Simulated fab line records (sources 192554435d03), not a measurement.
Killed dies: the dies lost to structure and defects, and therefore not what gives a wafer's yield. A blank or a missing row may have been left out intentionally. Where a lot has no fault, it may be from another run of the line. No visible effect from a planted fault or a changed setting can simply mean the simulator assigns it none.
Chamber matching ; flow n5_finfet ; N5_BEOL_M0_SAQP_PECVD_96 on pecvd-04 has 3 sister chambers
The step deposits a-Si from SiH4/He, target thk 45 nm, time 45.2 s. 6 wafers are shown with their chamber, then 9 later ones without.

EACH WAFER AND ITS CHAMBER
wafer;chamber;throttle_valve_pct (%);heater_power_w (W)
L088.4;1;18.4;637
L089.2;2;19.5;578
L089.5;2;19.6;591
L090.2;0;18.4;573
L090.3;0;18.4;581
L090.4;1;18.8;604

WAFERS WITHOUT THEIR CHAMBER
wafer;throttle_valve_pct (%);heater_power_w (W)
L092.1;18.6;643
L092.2;18.4;571
L092.5;18.8;657
L095.1;18.4;558
L095.4;18.6;564
L095.5;16.1;502
L096.1;18.6;557
L096.2;15.9;506
L096.6;15.9;497

THE CHAMBER EACH PASSED THROUGH
wafer;from the rows above;in truth
L092.1;1;1
L092.2;0;0
L092.5;1;1
L095.1;0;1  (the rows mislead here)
L095.4;0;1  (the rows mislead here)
L095.5;0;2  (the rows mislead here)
L096.1;0;0
L096.2;0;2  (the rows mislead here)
L096.6;0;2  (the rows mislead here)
Correctly placed: 4 of 9. Not placeable from these rows: 0. Wrongly placed: 5.
How it was worked out, from the rows above alone: a wafer's distance from a chamber is the root of the sum, over the readings, of the square of ((its reading less the chamber's mean) divided by the reading's scatter). If the next closest chamber is less than 2 further off than the closest, the wafer can't be placed; otherwise it belongs to the closest. For every chamber, the mean is computed from those of its wafers that are shown. The scatter: take each reading less its chamber's mean, square it, sum over the shown wafers, divide by the number of wafers less the number of chambers, and take the root.
